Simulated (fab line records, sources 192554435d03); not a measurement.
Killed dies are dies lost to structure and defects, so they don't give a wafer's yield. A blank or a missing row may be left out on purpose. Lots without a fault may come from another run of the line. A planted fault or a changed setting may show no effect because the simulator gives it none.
fab line records | flow n5_finfet
record lots=24 wafers=72 last_day=18
route steps=1938 shown BEOL_M1@789
lots that met no fault: from a run of the same line without faults
start_h: hours from the record's first day to the start of the lot's first wafer shown | wait_h: hours since the lot's step before | " the same as in the row above | L1.1+2: a row that stands for several wafers | - no value, or no start given | * or withheld: withheld | < > ~ a bound
route shown NAME@n: a module of which the file shows steps, and the number in the route of the first | usual: mean/standard deviation of fault-free wafers | same: alike in all rows | chamber/n: place in a boat | sites: the reading at each site | _std_site: their standard deviation | _edge_site: outer sites' mean less inner sites' | radius_mm: how far each site lies from the wafer's centre | mask NAME#n: copy n | behind: the tool/chamber that last shaped the wafer | hold: why the lot was held/for how many hours/how that ended | device: the transistor (n, p or np) that didn't switch | end of line: the same wafers' tests at the end of the route | a step without rows: its recipe alone | killed: dies lost to structure and defects at the first sort, not the wafer's yield | map: a wafer's dies, x killed, . not, _ none there
set.NAME: the setting as run; set.NAME@STEP: as run at that earlier step | model.NAME: the simulator's own value behind a step, which no gauge read
steps of the route over a sample of lots; a table a step, a row a wafer
services: from which hour (start_h, from the record's first day; less than 0 if before it) a tool's chamber was out of use, for how many hours, and why
## steps
# step N5_BEOL_M1_DESCUM_33
# recipe chemistry=O2 time_s=7 source_power_w=50 bias_power_w=20 pressure_mtorr=20 rf_frequency_hz=2.712e+07 temp_c=40 resist=CAR-EUV o2_flow_sccm=225
# usual drypump_motor_current_A=5.8/0.43 oes_product_au=0.77/0.078 rf_vpp_V=243.1/1.3 showerhead_plenum_p_Torr=2.09/0.068 throttle_valve_pct=20.42/0.26
# columns lot.wafer tool chamber start_h wait_h drypump_motor_current_A oes_product_au rf_hours_counter_h rf_vpp_V showerhead_plenum_p_Torr throttle_valve_pct
L074.4 rie_diel-02 2 123.69 0.0 5.8 0.73 173 244.6 2.18 20.52
L074.5 " 1 " " 5.2 0.78 - 241.9 2.02 20.11
L074.6 " 2 " " 5.8 0.73 - 243.9 2.18 20.55
L075.1 rie_diel-06 1 128.06 0.0 5.5 0.68 222 243.2 2.08 20.37
L075.2 " 0 " " 5.9 0.70 235 243.1 2.08 20.57
L075.6 " 3 " " 5.5 0.93 - 244.1 2.13 20.12
L076.3 rie_diel-01 3 131.52 0.0 5.9 0.84 91 245.8 2.22 20.45
L076.4 " 1 " " 6.4 0.90 22 241.9 2.05 20.25
L076.5 " 1 " " 6.4 0.90 - 242.1 2.05 20.24
L077.2 rie_diel-01 0 143.03 0.0 5.4 0.81 75 243.1 2.13 20.75
L077.3 " 3 " " 5.9 0.83 94 244.5 2.22 20.43
L077.6 " 3 " " 5.9 0.83 - 246.1 2.22 20.46
L078.1 rie_diel-06 3 147.46 0.0 5.5 0.92 23 244.3 2.13 20.13
L078.3 " 0 " " 5.9 0.70 241 242.6 2.08 20.59
L078.6 " 2 " " 5.2 0.73 - 243.5 2.16 20.60
L079.3 rie_diel-01 2 154.08 0.0 5.6 0.72 176 243.6 2.06 20.02
L079.4 " 1 " " 6.4 0.89 28 242.5 2.05 20.25
L079.6 " 1 " " 6.5 0.89 - 241.7 2.05 20.25
L080.1 rie_diel-01 1 162.91 0.0 6.4 0.89 31 241.8 2.05 20.24
L080.4 " 0 " " 5.4 0.80 81 242.6 2.13 20.78
L080.5 " 1 " " 6.4 0.88 - 243.1 2.05 20.26
L081.1 rie_diel-02 2 168.68 0.0 5.8 0.72 186 245.0 2.17 20.57
L081.3 " 3 " " 6.4 0.68 219 243.7 2.08 20.53
L081.5 " 3 " " 6.4 0.67 - 242.4 2.08 20.53
L082.1 rie_diel-02 1 174.20 0.0 5.2 0.77 158 239.9 2.01 20.13
L082.2 " 0 " " 5.9 0.68 231 242.1 1.97 20.81
L082.3 " 2 " " 5.8 0.72 188 244.4 2.17 20.55
L083.2 rie_diel-01 3 181.15 1.0 5.9 0.82 101 243.7 2.21 20.45
L083.3 " 2 " " 5.6 0.72 180 241.0 2.06 20.02
L083.5 " 2 " " 5.6 0.72 - 242.5 2.06 20.02
L084.1 rie_diel-01 1 182.43 0.0 6.4 0.90 32 244.3 2.05 20.24
L084.3 " 0 " " 5.4 0.81 82 244.2 2.13 20.79
L084.6 " 3 " " 5.9 0.83 - 245.8 2.21 20.47
L085.3 rie_diel-01 1 195.76 0.0 6.4 0.87 37 241.8 2.04 20.26
L085.4 " 2 " " 5.6 0.71 185 241.9 2.06 20.02
L085.6 " 1 " " 6.4 0.87 - 243.0 2.04 20.27
L086.1 rie_diel-06 2 196.13 0.0 5.2 0.72 196 244.1 2.16 20.64
L086.4 " 3 " " 5.6 0.88 - 243.8 2.13 20.16
L086.5 " 2 " " 5.2 0.71 - 243.4 2.16 20.64
L087.2 rie_diel-01 0 204.69 0.0 5.4 0.79 90 243.5 2.13 20.80
L087.5 " 3 " " 5.9 0.81 - 244.2 2.21 20.47
L087.6 " 0 " " 5.4 0.78 - 243.6 2.13 20.80
L088.3 rie_diel-01 3 208.85 0.0 5.9 0.82 110 245.8 2.21 20.47
L088.4 " 0 " " 5.4 0.80 91 244.1 2.13 20.80
L088.6 " 2 " " 5.6 0.72 - 244.7 2.06 20.04
L089.3 rie_diel-02 2 214.59 0.0 5.8 0.71 201 243.8 2.17 20.59
L089.4 " 3 " " 6.4 0.67 235 240.9 2.07 20.56
L089.6 " 0 " " 5.9 0.68 - 242.6 1.96 20.83
L090.2 rie_diel-02 1 220.74 0.0 5.2 0.76 173 242.0 2.01 20.16
L090.4 " 2 " " 5.8 0.71 203 244.5 2.16 20.58
L090.6 " 2 " " 5.8 0.70 - 245.2 2.16 20.59
L091.1 rie_diel-01 1 222.61 0.0 6.4 0.86 46 242.5 2.04 20.28
L091.3 " 2 " " 5.6 0.72 193 242.7 2.06 20.05
L091.6 " 1 " " 6.4 0.86 - 242.5 2.04 20.27
L093.1 rie_diel-02 2 230.80 0.1 5.8 0.71 207 243.4 2.16 20.59
L093.2 " 1 " " 5.2 0.75 177 241.4 2.00 20.14
L093.5 " 2 " " 5.8 0.70 - 244.3 2.16 20.58
L092.2 rie_diel-02 2 231.17 0.0 5.8 0.71 207 243.0 2.16 20.59
L092.4 " 3 " " 6.4 0.67 - 243.5 2.07 20.58
L092.6 " 1 " " 5.2 0.74 - 241.7 2.00 20.16
L094.1 rie_diel-02 2 247.92 0.0 5.8 0.70 214 242.7 2.16 20.59
L094.2 " 1 " " 5.2 0.75 184 242.1 2.00 20.16
L094.6 " 3 " " 6.4 0.65 - 242.3 2.07 20.59
L095.1 rie_diel-06 3 254.35 0.0 5.5 0.84 62 245.0 2.12 20.19
L095.3 " 0 " " 5.9 0.91 19 242.1 2.07 20.41
L095.5 " 0 " " 5.9 0.91 - 240.5 2.07 20.41
L096.1 rie_diel-06 2 254.50 0.0 5.2 0.70 217 243.5 2.15 20.65
L096.2 " 3 " " 5.5 0.85 62 244.8 2.12 20.19
L096.3 " 0 " " 5.9 0.92 19 243.4 2.07 20.39
L097.2 rie_diel-01 1 266.83 0.0 6.4 0.84 60 241.3 2.04 20.30
L097.4 " 3 " " 5.9 0.80 127 244.1 2.20 20.49
L097.6 " 3 " " 5.9 0.80 - 245.4 2.20 20.51
# step N5_BEOL_M1_ALD_98
# recipe material=SiO2 target_thk_a=25 temp_c=100 ald_precursor_family=BDEAS ald_co_reactant=O2-plasma pulse_time_s=1 co_reactant_pulse_time_s=1 purge_time_s=2 co_reactant_purge_time_s=2 ald_cycles=17 pressure_torr=2
# usual heater_power_w=81/9 precursor_pulse_height_rel=1.000/0.019
# columns lot.wafer tool chamber start_h wait_h heater_power_w precursor_pulse_height_rel
L074.4 ald_sin-03 3 124.01 0.2 77 0.967
L074.5 " 2 " " 88 0.981
L074.6 " 3 " " 78 1.049
L075.1 ald_sin-03 2 128.21 0.1 86 1.029
L075.2 " 0 " " 68 1.010
L075.6 " 1 " " 91 1.001
L076.3 ald_sin-03 2 131.65 0.1 88 0.973
L076.4 " 3 " " 78 1.019
L076.5 " 2 " " 86 0.992
L077.2 ald_sin-02 3 143.32 0.2 88 0.996
L077.3 " 0 " " 74 0.981
L077.6 " 2 " " 79 1.002
L078.1 ald_sin-03 0 147.82 0.3 71 0.972
L078.3 " 2 " " 85 1.000
L078.6 " 1 " " 93 1.015
L079.3 ald_sin-02 3 154.93 0.8 87 1.012
L079.4 " 1 " " 70 0.999
L079.6 " 0 " " 73 0.981
L080.1 ald_sin-03 0 163.04 0.1 70 0.981
L080.4 " 1 " " 95 1.002
L080.5 " 3 " " 79 0.996
L081.1 ald_sin-04 1 168.96 0.2 96 1.005
L081.3 " 2 " " 84 1.023
L081.5 " 0 " " 70 0.984
L082.1 ald_sin-02 0 174.80 0.5 75 1.030
L082.2 " 1 " " 68 1.047
L082.3 " 3 " " 85 1.001
L083.2 ald_sin-03 1 181.28 0.1 92 1.013
L083.3 " 3 " " 78 1.010
L083.5 " 3 " " 77 1.005
L084.1 ald_sin-02 1 182.85 0.3 68 1.048
L084.3 " 3 " " 84 0.969
L084.6 " 0 " " 75 1.020
L085.3 ald_sin-02 3 196.27 0.4 86 0.992
L085.4 " 0 " " 75 0.998
L085.6 " 3 " " 87 0.986
L086.1 ald_sin-02 0 196.36 0.2 76 1.007
L086.4 " 1 " " 68 1.028
L086.5 " 2 " " 77 0.999
L087.2 ald_sin-02 2 204.82 0.1 79 1.050
L087.5 " 3 " " 87 0.993
L087.6 " 2 " " 80 0.989
L088.3 ald_sin-02 2 208.99 0.1 78 0.998
L088.4 " 0 " " 74 1.008
L088.6 " 1 " " 67 0.959
L089.3 ald_sin-02 1 214.73 0.1 69 1.017
L089.4 " 3 " " 85 0.974
L089.6 " 0 " " 75 0.973
L090.2 ald_sin-02 1 220.87 0.1 68 1.013
L090.4 " 3 " " 87 1.013
L090.6 " 1 " " 69 0.994
L091.1 ald_sin-04 2 222.81 0.1 87 0.986
L091.3 " 1 " " 92 0.995
L091.6 " 0 " " 67 1.013
L093.1 ald_sin-04 2 230.93 0.1 84 0.952
L093.2 " 1 " " 90 0.996
L093.5 " 3 " " 97 0.995
L092.2 ald_sin-04 3 231.75 0.5 98 0.990
L092.4 " 0 " " 68 0.994
L092.6 " 3 " " 93 1.032
L094.1 ald_sin-04 2 248.06 0.1 89 1.003
L094.2 " 3 " " 97 0.991
L094.6 " 0 " " 69 1.035
L095.1 ald_sin-03 3 254.49 0.1 80 0.991
L095.3 " 1 " " 91 1.021
L095.5 " 3 " " 81 1.006
L096.1 ald_sin-03 2 254.63 0.1 88 1.007
L096.2 " 1 " " 94 0.987
L096.3 " 3 " " 78 1.003
L097.2 ald_sin-02 0 266.96 0.1 73 1.000
L097.4 " 3 " " 87 0.990
L097.6 " 3 " " 86 0.997
# step N5_BEOL_M1_ANNEAL_91
# recipe temp_c=400 time_s=240 ambient=vacuum
# usual heater_power_w=837/130
# columns lot.wafer tool chamber start_h wait_h heater_power_w
L074.4 pvd_sputter-01 - 128.27 0.0 850
L074.5 " - " " 757
L074.6 " - " " 805
L075.1 pvd_sputter-03 - 134.11 0.0 809
L075.2 " - " " 720
L075.6 " - " " 805
L076.3 pvd_sputter-03 - 136.87 0.0 778
L076.4 " - " " 719
L076.5 " - " " 772
L077.2 pvd_sputter-02 - 147.23 0.0 1077
L077.3 " - " " 837
L077.6 " - " " 1069
L078.1 pvd_sputter-03 - 152.52 0.0 720
L078.3 " - " " 794
L078.6 " - " " 731
L079.3 pvd_sputter-01 - 160.61 0.0 746
L079.4 " - " " 847
L079.6 " - " " 741
L080.1 pvd_sputter-02 - 174.48 0.0 1050
L080.4 " - " " 855
L080.5 " - " " 862
L081.1 pvd_sputter-02 - 179.55 0.0 615
L081.3 " - " " 860
L081.5 " - " " 871
L082.1 pvd_sputter-03 - 182.98 0.0 794
L082.2 " - " " 807
L082.3 " - " " 723
L083.2 pvd_sputter-02 - 187.46 0.0 1041
L083.3 " - " " 597
L083.5 " - " " 1050
L084.1 pvd_sputter-03 - 197.38 0.0 785
L084.3 " - " " 828
L084.6 " - " " 762
L085.3 pvd_sputter-03 - 205.26 0.0 814
L085.4 " - " " 794
L085.6 " - " " 801
L086.1 pvd_sputter-02 - 205.35 0.0 843
L086.4 " - " " 1036
L086.5 " - " " 1059
L087.2 pvd_sputter-02 - 211.97 0.0 854
L087.5 " - " " 845
L087.6 " - " " 1046
L088.3 pvd_sputter-02 - 214.90 0.0 596
L088.4 " - " " 1056
L088.6 " - " " 879
L089.3 pvd_sputter-01 - 219.90 0.0 764
L089.4 " - " " 803
L089.6 " - " " 849
L090.2 pvd_sputter-02 - 233.14 0.0 841
L090.4 " - " " 1059
L090.6 " - " " 607
L091.1 pvd_sputter-03 - 233.93 0.0 742
L091.3 " - " " 801
L091.6 " - " " 807
L093.1 pvd_sputter-01 - 235.15 0.0 796
L093.2 " - " " 828
L093.5 " - " " 791
L092.2 pvd_sputter-03 - 238.55 0.0 728
L092.4 " - " " 794
L092.6 " - " " 811
L094.1 pvd_sputter-01 - 264.63 0.0 822
L094.2 " - " " 884
L094.6 " - " " 848
L095.1 pvd_sputter-02 - 267.48 0.0 853
L095.3 " - " " 1063
L095.5 " - " " 1069
L096.1 pvd_sputter-03 - 268.76 0.0 731
L096.2 " - " " 799
L096.3 " - " " 780
L097.2 pvd_sputter-03 - 272.46 0.0 786
L097.4 " - " " 799
L097.6 " - " " 809
# step N5_BEOL_M1_SPUTTER_94
# recipe material=Cu target_thk_a=45 temp_c=-20 chamber_pressure_pa=0.07 power_w=withheld time_s=8.29
# usual throttle_valve_pct=30.3/1
# columns lot.wafer tool chamber start_h wait_h throttle_valve_pct
L074.4 pvd_sputter-01 - 128.63 0.1 29.6
L074.5 " - " " 30.3
L074.6 " - " " 28.2
L075.1 pvd_sputter-03 - 134.47 0.1 32.4
L075.2 " - " " 29.7
L075.6 " - " " 30.2
L076.3 pvd_sputter-03 - 137.23 0.1 32.2
L076.4 " - " " 29.7
L076.5 " - " " 30.4
L077.2 pvd_sputter-02 - 147.59 0.1 31.3
L077.3 " - " " 29.9
L077.6 " - " " 29.9
L078.1 pvd_sputter-03 - 152.88 0.1 29.8
L078.3 " - " " 30.5
L078.6 " - " " 29.9
L079.3 pvd_sputter-01 - 160.97 0.1 30.4
L079.4 " - " " 29.6
L079.6 " - " " 30.4
L080.1 pvd_sputter-02 - 174.84 0.1 31.2
L080.4 " - " " 29.7
L080.5 " - " " 29.7
L081.1 pvd_sputter-02 - 179.91 0.1 30.7
L081.3 " - " " 29.6
L081.5 " - " " 29.7
L082.1 pvd_sputter-03 - 183.34 0.1 30.4
L082.2 " - " " 32.5
L082.3 " - " " 29.9
L083.2 pvd_sputter-02 - 187.82 0.1 31.4
L083.3 " - " " 30.5
L083.5 " - " " 30.2
L084.1 pvd_sputter-03 - 197.74 0.1 30.5
L084.3 " - " " 30.3
L084.6 " - " " 29.9
L085.3 pvd_sputter-03 - 205.62 0.1 30.1
L085.4 " - " " 32.0
L085.6 " - " " 30.5
L086.1 pvd_sputter-02 - 205.71 0.1 29.9
L086.4 " - " " 30.1
L086.5 " - " " 31.5
L087.2 pvd_sputter-02 - 212.33 0.1 29.7
L087.5 " - " " 29.8
L087.6 " - " " 31.2
L088.3 pvd_sputter-02 - 215.26 0.1 30.7
L088.4 " - " " 30.0
L088.6 " - " " 30.0
L089.3 pvd_sputter-01 - 220.26 0.1 30.4
L089.4 " - " " 28.3
L089.6 " - " " 28.6
L090.2 pvd_sputter-02 - 233.50 0.1 30.0
L090.4 " - " " 31.1
L090.6 " - " " 30.5
L091.1 pvd_sputter-03 - 234.29 0.1 29.7
L091.3 " - " " 30.0
L091.6 " - " " 30.0
L093.1 pvd_sputter-01 - 235.51 0.1 28.4
L093.2 " - " " 28.6
L093.5 " - " " 28.3
L092.2 pvd_sputter-03 - 238.91 0.1 29.7
L092.4 " - " " 30.3
L092.6 " - " " 32.6
L094.1 pvd_sputter-01 - 264.99 0.1 28.6
L094.2 " - " " 29.6
L094.6 " - " " 28.5
L095.1 pvd_sputter-02 - 267.84 0.1 29.8
L095.3 " - " " 31.3
L095.5 " - " " 31.5
L096.1 pvd_sputter-03 - 269.12 0.1 29.5
L096.2 " - " " 30.2
L096.3 " - " " 30.4
L097.2 pvd_sputter-03 - 272.82 0.1 30.6
L097.4 " - " " 30.0
L097.6 " - " " 32.2
# step N5_BEOL_M1_ANNEAL_95
# recipe temp_c=400 time_s=240 ambient=vacuum
# usual heater_power_w=838/130
# columns lot.wafer tool chamber start_h wait_h heater_power_w
L074.4 pvd_sputter-01 - 128.71 0.0 866
L074.5 " - " " 757
L074.6 " - " " 829
L075.1 pvd_sputter-03 - 134.55 0.0 808
L075.2 " - " " 727
L075.6 " - " " 764
L076.3 pvd_sputter-03 - 137.31 0.0 820
L076.4 " - " " 717
L076.5 " - " " 778
L077.2 pvd_sputter-02 - 147.67 0.0 1079
L077.3 " - " " 868
L077.6 " - " " 1044
L078.1 pvd_sputter-03 - 152.96 0.0 691
L078.3 " - " " 771
L078.6 " - " " 745
L079.3 pvd_sputter-01 - 161.05 0.0 735
L079.4 " - " " 878
L079.6 " - " " 750
L080.1 pvd_sputter-02 - 174.92 0.0 1069
L080.4 " - " " 857
L080.5 " - " " 845
L081.1 pvd_sputter-02 - 179.99 0.0 623
L081.3 " - " " 850
L081.5 " - " " 854
L082.1 pvd_sputter-03 - 183.42 0.0 819
L082.2 " - " " 838
L082.3 " - " " 715
L083.2 pvd_sputter-02 - 187.90 0.0 1057
L083.3 " - " " 605
L083.5 " - " " 1078
L084.1 pvd_sputter-03 - 197.82 0.0 775
L084.3 " - " " 832
L084.6 " - " " 771
L085.3 pvd_sputter-03 - 205.70 0.0 808
L085.4 " - " " 810
L085.6 " - " " 793
L086.1 pvd_sputter-02 - 205.79 0.0 862
L086.4 " - " " 1050
L086.5 " - " " 1042
L087.2 pvd_sputter-02 - 212.41 0.0 854
L087.5 " - " " 846
L087.6 " - " " 1044
L088.3 pvd_sputter-02 - 215.34 0.0 605
L088.4 " - " " 1068
L088.6 " - " " 857
L089.3 pvd_sputter-01 - 220.34 0.0 746
L089.4 " - " " 796
L089.6 " - " " 852
L090.2 pvd_sputter-02 - 233.58 0.0 849
L090.4 " - " " 1063
L090.6 " - " " 615
L091.1 pvd_sputter-03 - 234.37 0.0 727
L091.3 " - " " 815
L091.6 " - " " 817
L093.1 pvd_sputter-01 - 235.59 0.0 810
L093.2 " - " " 849
L093.5 " - " " 815
L092.2 pvd_sputter-03 - 238.99 0.0 736
L092.4 " - " " 829
L092.6 " - " " 813
L094.1 pvd_sputter-01 - 265.07 0.0 796
L094.2 " - " " 860
L094.6 " - " " 862
L095.1 pvd_sputter-02 - 267.92 0.0 846
L095.3 " - " " 1079
L095.5 " - " " 1059
L096.1 pvd_sputter-03 - 269.20 0.0 726
L096.2 " - " " 801
L096.3 " - " " 785
L097.2 pvd_sputter-03 - 272.90 0.0 780
L097.4 " - " " 826
L097.6 " - " " 794
# step N5_BEOL_M1_SPUTTER_96
# recipe material=Cu target_thk_a=45 temp_c=-20 chamber_pressure_pa=0.07 power_w=withheld time_s=8.29
# usual throttle_valve_pct=30.3/1
# columns lot.wafer tool chamber start_h wait_h throttle_valve_pct
L074.4 pvd_sputter-01 - 128.85 0.1 29.4
L074.5 " - " " 30.2
L074.6 " - " " 28.3
L075.1 pvd_sputter-03 - 134.69 0.1 32.4
L075.2 " - " " 30.0
L075.6 " - " " 30.4
L076.3 pvd_sputter-03 - 137.45 0.1 32.3
L076.4 " - " " 29.5
L076.5 " - " " 30.2
L077.2 pvd_sputter-02 - 147.81 0.1 31.5
L077.3 " - " " 29.6
L077.6 " - " " 30.3
L078.1 pvd_sputter-03 - 153.10 0.1 29.8
L078.3 " - " " 30.4
L078.6 " - " " 29.6
L079.3 pvd_sputter-01 - 161.19 0.1 30.2
L079.4 " - " " 29.5
L079.6 " - " " 30.6
L080.1 pvd_sputter-02 - 175.06 0.1 31.4
L080.4 " - " " 30.0
L080.5 " - " " 29.8
L081.1 pvd_sputter-02 - 180.13 0.1 30.6
L081.3 " - " " 29.9
L081.5 " - " " 29.5
L082.1 pvd_sputter-03 - 183.56 0.1 30.2
L082.2 " - " " 32.1
L082.3 " - " " 29.7
L083.2 pvd_sputter-02 - 188.04 0.1 31.6
L083.3 " - " " 30.9
L083.5 " - " " 30.2
L084.1 pvd_sputter-03 - 197.96 0.1 30.4
L084.3 " - " " 30.2
L084.6 " - " " 30.4
L085.3 pvd_sputter-03 - 205.84 0.1 30.3
L085.4 " - " " 32.3
L085.6 " - " " 30.2
L086.1 pvd_sputter-02 - 205.93 0.1 29.9
L086.4 " - " " 30.0
L086.5 " - " " 31.2
L087.2 pvd_sputter-02 - 212.55 0.1 29.6
L087.5 " - " " 29.8
L087.6 " - " " 31.4
L088.3 pvd_sputter-02 - 215.48 0.1 30.6
L088.4 " - " " 30.1
L088.6 " - " " 29.9
L089.3 pvd_sputter-01 - 220.48 0.1 30.5
L089.4 " - " " 28.2
L089.6 " - " " 28.8
L090.2 pvd_sputter-02 - 233.72 0.1 29.7
L090.4 " - " " 31.2
L090.6 " - " " 30.9
L091.1 pvd_sputter-03 - 234.51 0.1 29.8
L091.3 " - " " 30.2
L091.6 " - " " 30.2
L093.1 pvd_sputter-01 - 235.73 0.1 28.1
L093.2 " - " " 28.7
L093.5 " - " " 28.5
L092.2 pvd_sputter-03 - 239.13 0.1 29.7
L092.4 " - " " 30.2
L092.6 " - " " 32.6
L094.1 pvd_sputter-01 - 265.21 0.1 28.4
L094.2 " - " " 29.5
L094.6 " - " " 28.7
L095.1 pvd_sputter-02 - 268.06 0.1 29.6
L095.3 " - " " 31.3
L095.5 " - " " 31.1
L096.1 pvd_sputter-03 - 269.34 0.1 29.7
L096.2 " - " " 30.3
L096.3 " - " " 30.2
L097.2 pvd_sputter-03 - 273.04 0.1 30.4
L097.4 " - " " 30.4
L097.6 " - " " 32.2
## services
# columns tool chamber start_h hours kind
ald_sin-02 - 101.15 6.1 pm
ald_sin-02 0 101.15 - clean
ald_sin-02 1 101.15 - clean
ald_sin-02 2 101.15 - clean
ald_sin-02 3 101.15 - clean
rie_diel-01 1 107.72 3.6 repair
ald_sin-03 - 130.20 1.2 repair
ald_sin-02 3 158.10 10.5 repair
rie_diel-06 2 162.47 4.1 repair
rie_diel-01 - 165.45 15.6 pm
ald_sin-03 1 166.43 8.9 repair
ald_sin-02 2 171.21 14.8 repair
ald_sin-04 - 176.75 14.0 pm
ald_sin-03 1 217.86 2.9 repair
rie_diel-02 0 230.12 - clean
rie_diel-02 0 230.12 - consumable_replace:focus_ring
rie_diel-02 0 230.12 - consumable_replace:showerhead
rie_diel-02 0 230.12 22.2 scheduled_down
rie_diel-02 0 230.12 22.2 vent_cycle
ald_sin-02 2 247.51 6.3 repair
rie_diel-06 1 250.77 15.2 repair
rie_diel-02 3 253.91 - clean
ald_sin-04 0 256.46 6.5 repair
ald_sin-03 - 268.25 14.0 pm
## key
fault none
